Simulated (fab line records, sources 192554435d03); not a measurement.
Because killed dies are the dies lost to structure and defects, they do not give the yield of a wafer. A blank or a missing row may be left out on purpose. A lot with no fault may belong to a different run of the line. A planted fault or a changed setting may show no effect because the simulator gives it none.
Split-lot trial -- flow n5-finfet -- route with 1938 steps; 7 lots, 21 wafers read

## SPLIT DETAILS
At N5_BEOL_M12_COAT_04 (resist thk 400 nm), the setting spin-rpm was moved away from the recipe's 1625 rpm on 6 of the 21 wafers read, by -10.5% to +9.8%. The other wafers ran this setting at the recipe's value.

## FROM THE SPLIT TO THE READING: what the file shows between them, 2 steps
- N5_BEOL_M12_EBR_06
- N5_BEOL_M12_SOFTBAKE_05: time 60 s

## THE READING
coat_of_BEOL_M12_COAT_04.thk-nm (the simulator's own value, which no gauge read), in nm, at N5_BEOL_M12_DESCUM_15 (chemistry O2, time 7.9 s). The file does not state a usual value for it. The 15 wafers here that ran the recipe average 382.0 nm, standard deviation 1.4 nm.

wafer,"tool, chamber at the split","spin-rpm as run, rpm",against the recipe,"coat_of_BEOL_M12_COAT_04.thk-nm, nm",against lot-mates on the recipe
L075.1,"litho-track-01, 0",1625,recipe,380.2,-
L075.3,"litho-track-01, 0",1464,-9.9%,402.8,+22.6
L075.6,"litho-track-01, 0",1464,-9.9%,402,+21.8
L076.2,"litho-track-05, 0",1625,recipe,382,-
L076.3,"litho-track-05, 0",1625,recipe,383.6,-
L076.6,"litho-track-05, 0",1625,recipe,382.6,-
L079.2,"litho-track-01, 0",1625,recipe,380.2,-
L079.3,"litho-track-01, 0",1625,recipe,379.6,-
L079.4,"litho-track-01, 0",1625,recipe,380.6,-
L083.1,"litho-track-02, 0",1625,recipe,384.4,-
L083.3,"litho-track-02, 0",1785,+9.8%,365.4,-18.9
L083.5,"litho-track-02, 0",1625,recipe,384.2,-
L091.3,"litho-track-05, 0",1454,-10.5%,403.6,+21.4
L091.4,"litho-track-05, 0",1625,recipe,382.2,-
L091.5,"litho-track-05, 0",1625,recipe,382.2,-
L092.4,"litho-track-05, 0",1625,recipe,382.8,-
L092.5,"litho-track-05, 0",1528,-6.0%,393.2,+10.6
L092.6,"litho-track-05, 0",1625,recipe,382.4,-
L094.2,"litho-track-01, 0",1625,recipe,382,-
L094.3,"litho-track-01, 0",1489,-8.4%,399.4,+18.0
L094.4,"litho-track-01, 0",1625,recipe,380.8,-

FIT RESULTS
A straight line over all 21 wafers: coat_of_BEOL_M12_COAT_04.thk-nm changes by -1.96 nm for each +1% of spin-rpm; r = -0.99; the points scatter about the line by 1.5 nm.
The same after taking each lot's own level away (the mean of its wafers on the recipe; 21 wafers): -2.08 nm for each +1%; r = -1.00; scatter 0.86 nm.
According to that fit, moving spin-rpm by its largest amount changes the reading by 22 nm.
From 380.13 to 384.30 nm: that is the span of the lots' own levels, equal to 2.9 times the standard deviation above.
The two slopes agree, so the slope changes little with the lot-to-lot level.
Check: with one of the wafers moved furthest among these (-10.5%) left out of the fit, the line predicts +22.2 nm for it against its lot-mates. Against them it came out at +21.4 nm.

## THE OTHER SPLITS THESE WAFERS WENT THROUGH
These wafers also went through other splits before the reading. Each is held against what the fit with the lots' levels taken away leaves over:
other split on the same wafers,wafers away from the commonest value,r with coat_of_BEOL_M12_COAT_04.thk-nm (lot level and that fit taken away)
N5_BEOL_M10_COAT_22 spin-rpm,3,+0.06
N5_BEOL_M11_COAT_64 spin-rpm,4,+0.03

## THE WHOLE CHAIN: every reading that the file lists as answering this split, in the file's order
step,what it does,reading,change (the file's fit),r (the file's)
N5_BEOL_M12_COAT_04,resist thk 400 nm,"coat_of_BEOL_M12_COAT_04.thk-nm (the simulator's own value, which no gauge read)",-2.06 nm for each +1% of the setting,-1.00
N5_BEOL_M12_DESCUM_15,"chemistry O2, time 7.9 s","coat_of_BEOL_M12_COAT_04.thk-nm (the simulator's own value, which no gauge read)",-2.05 nm for each +1% of the setting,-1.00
N5_BEOL_M12_STRIP_63,strips in N2/H2,strip-time-to-endpoint-s,withheld for each +1% of the setting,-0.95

## THE FILE'S OWN FIT
coat_of_BEOL_M12_COAT_04.thk-nm changes by -2.05 nm for each +1% of spin-rpm, r = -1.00.
